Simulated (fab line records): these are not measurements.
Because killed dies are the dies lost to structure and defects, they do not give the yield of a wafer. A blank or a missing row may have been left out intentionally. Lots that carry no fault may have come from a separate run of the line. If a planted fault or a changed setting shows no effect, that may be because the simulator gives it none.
Comparing a struck lot with a sound one -- flow nand harc -- 41 steps out of a route of 1159
Sound: wafers L943.1, L943.2, L943.3. Struck: wafer L957.6. The cause is given at the end.
Each step with rows lists, per side, the tool, then ch with its chambers, then its first start. Under that, the readings that differ: sound wafers -- struck wafers -- difference of the means -- sigmas: that difference in standard deviations of wafers without a fault.
alike: readings whose means differ by less than 2 such deviations, and words and numbers that are the same on both sides. not compared: withheld readings, readings that some wafer has no value for, bounds like >300 that may hide the same value, and numbers for which the record gives no deviation and whose values overlap.
A row with sigmas, a row that says differs or no value, or rows on one side alone: a step with any of these is where the two part. When numbers do not overlap yet have no deviation, they are printed without sigmas and do not part them. Lack of a reading on every wafer of one side parts them only where that side has two or more wafers.

first, 2 steps without rows for these wafers: NHARC_A_STAIRCASE_ETCH_223 (etches the open film in C4F8/O2, target depth 100 nm, time 40.5 s); NHARC_A_STAIRCASE_TRIM_224 (chemistry O2, time 211.2 s).
NHARC_A_STAIRCASE_ETCH_225: etches the open film in C4F8/O2, target depth 100 nm, time 40.5 s.
  sound on rie diel-02 ch 0,1,3; struck on rie diel-09 ch 3
reading,sound,struck,difference,sigmas
oes product au (a.u.),0.939 0.944 0.917,0.966,+0.033,+3
  alike: rf vpp V
  not compared: rf hours counter h
NHARC_A_STAIRCASE_TRIM_226: chemistry O2, time 211.2 s.
  sound on rie diel-02 ch 0,1,2; struck on rie diel-09 ch 2
  alike: drypump motor current A, o2 flow sccm, oes product au, rf vpp V, showerhead plenum p Torr, throttle valve pct
  not compared: rf hours counter h
NHARC_A_STAIRCASE_ETCH_227: etches the open film in C4F8/O2, target depth 100 nm, time 40.5 s.
  sound on rie diel-02 ch 0,1,3; struck on rie diel-09 ch 0
  alike: oes product au, rf vpp V
  not compared: rf hours counter h
then, 1 step without rows for these wafers: NHARC_A_STAIRCASE_TRIM_229 (chemistry O2, time 211.2 s).
NHARC_A_STAIRCASE_ETCH_230: etches the open film in C4F8/O2, target depth 100 nm, time 40.5 s.
  sound on rie diel-09 ch 1,2,3; struck on rie diel-03 ch 3
reading,sound,struck,difference,sigmas
rf vpp V (V),897 904 902,887,-14,-2
  alike: oes product au
  not compared: rf hours counter h
then, 1 step without rows for these wafers: NHARC_A_STAIRCASE_TRIM_231 (chemistry O2, time 211.2 s).
NHARC_A_STAIRCASE_ETCH_232: etches the open film in C4F8/O2, target depth 100 nm, time 40.5 s.
  sound on rie diel-09 ch 0,2,3; struck on rie diel-03 ch 0
reading,sound,struck,difference,sigmas
oes product au (a.u.),0.932 0.920 0.939,0.961,+0.031,+2
  alike: rf vpp V
  not compared: rf hours counter h
then, 2 steps without rows for these wafers: NHARC_A_STAIRCASE_TRIM_233 (chemistry O2, time 211.2 s); NHARC_A_STAIRCASE_ETCH_234 (etches the open film in C4F8/O2, target depth 100 nm, time 40.5 s).
NHARC_A_STAIRCASE_TRIM_235: chemistry O2, time 211.2 s.
  sound on rie diel-09 ch 1,2,3, day 12 08:27; struck on rie diel-03 ch 3, day 15 18:09
reading,sound,struck,difference,sigmas
rf vpp V (V),58.6 57.1 59.3,56.4,-1.9,-2
  alike: drypump motor current A, o2 flow sccm, oes product au, showerhead plenum p Torr, throttle valve pct
  not compared: rf hours counter h
then, 27 steps without rows for these wafers: NHARC_A_STAIRCASE_ETCH_236 (etches the open film in C4F8/O2, target depth 100 nm, time 40.5 s); NHARC_A_STAIRCASE_STRIP_238 (strips in O2); NHARC_A_STAIRCASE_STRIP_239 (strips in SPM, time 900 s); NHARC_A_STAIRCASE_PRECLEAN_240 (cleans in SC1); NHARC_A_STAIRCASE_SRD_241; NHARC_A_STAIRCASE_DEHYDRATE_242 (time 120 s); NHARC_A_STAIRCASE_HMDS_243 (time 30 s); NHARC_A_STAIRCASE_COAT_244; NHARC_A_STAIRCASE_SOFTBAKE_245 (time 170 s); NHARC_A_STAIRCASE_EBR_246; NHARC_A_STAIRCASE_EXPOSE_247 (exposes mask SDS 1); NHARC_A_STAIRCASE_PEB_248 (peb time 130 s); NHARC_A_STAIRCASE_DEVELOP_249 (time 140 s); NHARC_A_STAIRCASE_HARDBAKE_251 (time 140 s); NHARC_A_STAIRCASE_DESCUM_252 (chemistry O2, time 3 s); NHARC_A_STAIRCASE_ETCH_253 (etches the open film in C4F8/O2, target depth 50 nm, time 20.2 s); NHARC_A_STAIRCASE_STRIP_254 (strips in O2); NHARC_A_STAIRCASE_STRIP_255 (strips in SPM, time 900 s); NHARC_A_STAIRCASE_PRECLEAN_256 (cleans in SC1); NHARC_A_STAIRCASE_SRD_257; NHARC_A_STAIRCASE_HM_DEP_456 (deposits aC, target thk 1500 nm); NHARC_A_STAIRCASE_DEP_259 (deposits SiON, target thk 30 nm); NHARC_A_STAIRCASE_DEHYDRATE_281 (time 120 s); NHARC_A_STAIRCASE_HMDS_282 (time 30 s); NHARC_A_STAIRCASE_COAT_283; NHARC_A_STAIRCASE_SOFTBAKE_284 (time 170 s); NHARC_A_STAIRCASE_EBR_285.
-- here the record skips 3 days between the struck wafers' starts before and after, leaving off in module A_STAIRCASE and picking up in module A_SGD_CUT (first step shown: number 747 of the route) --
NHARC_A_SGD_CUT_DEP_00: deposits SiNx, target thk 50 nm.
  sound on pecvd-04 ch 0,1,2, day 14 21:28; struck on pecvd-04 ch 1, day 18 14:02
reading,sound,struck,difference,sigmas
hold,- - -,await dispo/3.8h/release,no value on the sound wafers,
  alike: heater power w
-- record jumps: 7 days between struck wafers' starts before vs after; left off in module A_SGD_CUT, resumes in module END, first step shown is number 1159 of the route --
NHARC_END_SORT_01:
  only the struck wafers appear in the record here, on prober-01 ch 0 at day 25 09:18; the sound ones have no rows

## WHERE THEY PART
Earliest at NHARC_A_STAIRCASE_ETCH_225; latest, in this record, at NHARC_END_SORT_01.

WHY: whatever the simulator had introduced
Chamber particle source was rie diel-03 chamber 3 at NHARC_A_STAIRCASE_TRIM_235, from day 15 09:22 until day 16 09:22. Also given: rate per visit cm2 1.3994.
